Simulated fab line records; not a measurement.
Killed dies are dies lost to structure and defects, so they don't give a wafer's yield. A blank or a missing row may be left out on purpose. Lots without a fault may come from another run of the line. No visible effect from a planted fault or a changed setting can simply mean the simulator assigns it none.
Which tool is to blame? + flow nand_harc + 12 lots with 36 wafers sampled at 6 steps, on a route of 1302 steps

== WHAT THE GAUGES READ, wafer by wafer ==
NHARC_A_M1_INSPECT_11. Usual: raw_defect_count 88, standard deviation 42.
| lot  | measured     | on                | raw_defect_count | flag |
|------|--------------|-------------------|------------------|------|
| L501 | day 23 14:38 | defect_inspect-01 | 105 109 105      |      |
| L503 | day 23 17:10 | defect_inspect-02 | 61 73 62         |      |
| L504 | day 24 02:54 | defect_inspect-01 | 53 55 53         |      |
| L505 | day 25 13:10 | defect_inspect-01 | 145 165 165      |      |
| L506 | day 25 20:44 | defect_inspect-02 | 28 33 27         |      |
| L507 | day 26 02:59 | defect_inspect-02 | 35 22 34         |      |
| L515 | day 29 06:32 | defect_inspect-02 | 30 28 19         |      |
| L519 | day 31 00:09 | defect_inspect-01 | 100 118 106      |      |
| L518 | day 31 03:04 | defect_inspect-01 | 89 74 85         |      |
| L522 | day 31 12:08 | defect_inspect-02 | 113 110 113      |      |
| L524 | day 32 03:17 | defect_inspect-01 | 57 61 66         |      |
| L523 | day 32 07:08 | defect_inspect-01 | 90 76 82         |      |

NHARC_END_SORT_01. Usual: defect_limited_yield 91.6 %, standard deviation 2.8; killed_at_array 53, standard deviation 19; killed_at_other 0.8, standard deviation 1.2; killed_at_periphery 3.7, standard deviation 2.3; killed_dies 57, standard deviation 19; killed_open 3.2, standard deviation 1.7; killed_short 2.6, standard deviation 1.8; sort_bin_2_pct 3.0 %, standard deviation 1.2; sort_bin_3_pct 0.7 %, standard deviation 0.4; sort_bin_4_pct 4.8 %, standard deviation 1.5; sort_n_pass 620, standard deviation 19; sort_rim_yield_pct 90 %, standard deviation 4.8; sort_yield_pct 91.6 %, standard deviation 2.8.
| lot  | measured     | on        | defect_limited_yield (%) | killed_at_array | killed_at_other | killed_at_periphery | killed_dies | killed_open | killed_short | sort_bin_2_pct (%) | sort_bin_3_pct (%) | sort_bin_4_pct (%) | sort_n_pass | sort_rim_yield_pct (%) | sort_yield_pct (%) | flag |
|------|--------------|-----------|--------------------------|-----------------|-----------------|---------------------|-------------|-------------|--------------|--------------------|--------------------|--------------------|-------------|------------------------|--------------------|------|
| L503 | day 25 13:01 | prober-01 | 92.9 92.8 93.5           | 45 47 44        | 0 0 0           | 3 2 0               | 48 49 44    | 2 3 1       | 5 2 1        | 2.2 2.2 1.5        | 0.4 0.4 0.7        | 4.4 4.6 4.3        | 629 628 633 | 88 93 92               | 92.9 92.8 93.5     |      |

== WHICH TOOL RAN EACH LOT (tool, then ch and the chambers of the sampled wafers, then the start) ==
| lot  | NHARC_A_M1_PRE_CLEAN_30                 | NHARC_A_M1_ECD_22              | NHARC_A_M1_CMP_23             | NHARC_A_M1_DEP_33               |
|------|-----------------------------------------|--------------------------------|-------------------------------|---------------------------------|
| L501 | pvd_sputter-03, day 23 16:05 or earlier | ecd_cu-02 ch 0,1, day 23 16:05 | cmp-04 ch 2,3, day 23 16:50   | pecvd-02 ch 0,2, day 23 17:28   |
| L503 | pvd_sputter-03, day 23 18:42 or earlier | ecd_cu-01 ch 0,1, day 23 18:42 | cmp-02 ch 0,2,3, day 23 19:44 | pecvd-02 ch 0,1, day 23 20:22   |
| L504 | pvd_sputter-01, day 24 04:28 or earlier | ecd_cu-02 ch 0,1, day 24 04:28 | cmp-02 ch 0,1,2, day 24 05:10 | pecvd-01 ch 0,1,2, day 24 05:47 |
| L505 | pvd_sputter-03, day 25 14:36 or earlier | ecd_cu-01 ch 0,1, day 25 14:36 | cmp-04 ch 1,2,3, day 25 15:19 | pecvd-04 ch 1,2, day 25 15:56   |
| L506 | pvd_sputter-01, day 25 22:13 or earlier | ecd_cu-01 ch 0,1, day 25 22:13 | cmp-02 ch 0,2,3, day 25 22:57 | pecvd-01 ch 0,1, day 25 23:41   |
| L507 | pvd_sputter-03, day 26 04:29 or earlier | ecd_cu-01 ch 0, day 26 04:29   | cmp-03 ch 0,2, day 26 05:13   | pecvd-02 ch 0,2, day 26 05:52   |
| L515 | pvd_sputter-01, day 29 08:04 or earlier | ecd_cu-02 ch 0,1, day 29 08:04 | cmp-04 ch 0,1,2, day 29 08:50 | pecvd-02 ch 1,2, day 29 09:28   |
| L519 | pvd_sputter-03, day 31 01:36 or earlier | ecd_cu-01 ch 0,1, day 31 01:36 | cmp-04 ch 0,1,3, day 31 02:23 | pecvd-01 ch 0,1, day 31 03:02   |
| L518 | pvd_sputter-02, day 31 04:34 or earlier | ecd_cu-02 ch 0,1, day 31 04:34 | cmp-03 ch 0,3, day 31 05:14   | pecvd-02 ch 0,1,2, day 31 05:54 |
| L522 | pvd_sputter-03, day 31 13:35 or earlier | ecd_cu-01 ch 0,1, day 31 13:35 | cmp-04 ch 1,2,3, day 31 14:20 | pecvd-01 ch 1,2, day 31 15:14   |
| L524 | pvd_sputter-03, day 32 04:43 or earlier | ecd_cu-01 ch 0,1, day 32 04:43 | cmp-03 ch 0,1,3, day 32 05:30 | pecvd-04 ch 0,1, day 32 06:08   |
| L523 | pvd_sputter-03, day 32 08:40 or earlier | ecd_cu-01 ch 0,1, day 32 08:40 | cmp-03 ch 0,3, day 32 09:19   | pecvd-04 ch 0,1, day 32 09:54   |
- NHARC_A_M1_PRE_CLEAN_30: time 30 s.
- NHARC_A_M1_ECD_22: material Cu, target thk 400 nm.
- NHARC_A_M1_CMP_23: polishes, t overpolish 20 s, target thk 154.34 nm.
- NHARC_A_M1_DEP_33: deposits SiCN, target thk 30 nm.

== WHAT THE TOOLS THEMSELVES READ (means of the sampled wafers that have a number; where no wafer has one, the mark that the record gives instead) ==
NHARC_A_M1_PRE_CLEAN_30. Usual: heater_power_w 412 W, standard deviation 43.
| lot  | tool           | heater_power_w (W) | flag |
|------|----------------|--------------------|------|
| L501 | pvd_sputter-03 | 451                |      |
| L503 | pvd_sputter-03 | 449                |      |
| L504 | pvd_sputter-01 | 399                |      |
| L505 | pvd_sputter-03 | 411                |      |
| L506 | pvd_sputter-01 | 401                |      |
| L507 | pvd_sputter-03 | 468                |      |
| L515 | pvd_sputter-01 | 381                |      |
| L519 | pvd_sputter-03 | 447                |      |
| L518 | pvd_sputter-02 | 403                |      |
| L522 | pvd_sputter-03 | 454                |      |
| L524 | pvd_sputter-03 | 402                |      |
| L523 | pvd_sputter-03 | 422                |      |

NHARC_A_M1_ECD_22. Usual: bath_temp_c 24.98 C, standard deviation 0.097.
| lot  | tool      | bath_temp_c (C) | flag |
|------|-----------|-----------------|------|
| L501 | ecd_cu-02 | 24.93           |      |
| L503 | ecd_cu-01 | 25.08           |      |
| L504 | ecd_cu-02 | 24.91           |      |
| L505 | ecd_cu-01 | 24.94           |      |
| L506 | ecd_cu-01 | 25.02           |      |
| L507 | ecd_cu-01 | 24.92           |      |
| L515 | ecd_cu-02 | 25.04           |      |
| L519 | ecd_cu-01 | 24.96           |      |
| L518 | ecd_cu-02 | 24.99           |      |
| L522 | ecd_cu-01 | 24.90           |      |
| L524 | ecd_cu-01 | 24.95           |      |
| L523 | ecd_cu-01 | 25.05           |      |

NHARC_A_M1_CMP_23. Usual: edge_zone_pressure_frac 1.000, standard deviation 0.0053; motor_current_A 12.2 A, standard deviation 1.2; time_to_endpoint_s 29.2 s, standard deviation 2.4.
| lot  | tool   | edge_zone_pressure_frac | motor_current_A (A) | time_to_endpoint_s (s) | flag |
|------|--------|-------------------------|---------------------|------------------------|------|
| L501 | cmp-04 | 0.995                   | 13.5                | 30.9                   |      |
| L503 | cmp-02 | 1.001                   | 12.7                | 28.3                   |      |
| L504 | cmp-02 | 1.004                   | 12.9                | 27.6                   |      |
| L505 | cmp-04 | 0.999                   | 13.3                | 31.7                   |      |
| L506 | cmp-02 | 0.998                   | 12.3                | 29.7                   |      |
| L507 | cmp-03 | 0.999                   | 12.9                | 12.9                   | OFF  |
| L515 | cmp-04 | 0.998                   | 12.5                | 28.4                   |      |
| L519 | cmp-04 | 1.005                   | 11.5                | 29.3                   |      |
| L518 | cmp-03 | 1.001                   | 12.4                | 28.6                   |      |
| L522 | cmp-04 | 1.002                   | 13.0                | 30.9                   |      |
| L524 | cmp-03 | 0.996                   | 12.1                | 29.0                   |      |
| L523 | cmp-03 | 0.995                   | 12.3                | 27.3                   |      |

NHARC_A_M1_DEP_33. Usual: heater_power_w 608 W, standard deviation 74.
| lot  | tool     | heater_power_w (W) | flag |
|------|----------|--------------------|------|
| L501 | pecvd-02 | 543                |      |
| L503 | pecvd-02 | 516                |      |
| L504 | pecvd-01 | 574                |      |
| L505 | pecvd-04 | 661                |      |
| L506 | pecvd-01 | 585                |      |
| L507 | pecvd-02 | 595                |      |
| L515 | pecvd-02 | 634                |      |
| L519 | pecvd-01 | 544                |      |
| L518 | pecvd-02 | 630                |      |
| L522 | pecvd-01 | 555                |      |
| L524 | pecvd-04 | 588                |      |
| L523 | pecvd-04 | 599                |      |

== THE ANSWER, worked out from the rows above alone ==
Rule: lot off if the mean of its wafers having a number is beyond 3 standard deviations from the usual mean. Also off: a lot with no number at a reading for which 4 or more lots have one. Any other lot the step has rows for is counted as sound. Order of review: gauges by route order, followed by the tools' own readings, for which a lot's mean as printed above is used. At the first step where some lot is off, the reading lying furthest off is the one used; lots without a number count as furthest.
Off: L507 (NHARC_A_M1_CMP_23, time_to_endpoint_s).
If a tool, at that step or one of the process steps before it, ran each lot that is off and ran no sound lot following the first of them, it fits. With no start given for some of its lots, NHARC_A_M1_PRE_CLEAN_30 uses the hours and lot order of NHARC_A_M1_ECD_22. No candidate that was tried fits.

== WHAT HAD BEEN PUT IN BY THE SIMULATOR ==
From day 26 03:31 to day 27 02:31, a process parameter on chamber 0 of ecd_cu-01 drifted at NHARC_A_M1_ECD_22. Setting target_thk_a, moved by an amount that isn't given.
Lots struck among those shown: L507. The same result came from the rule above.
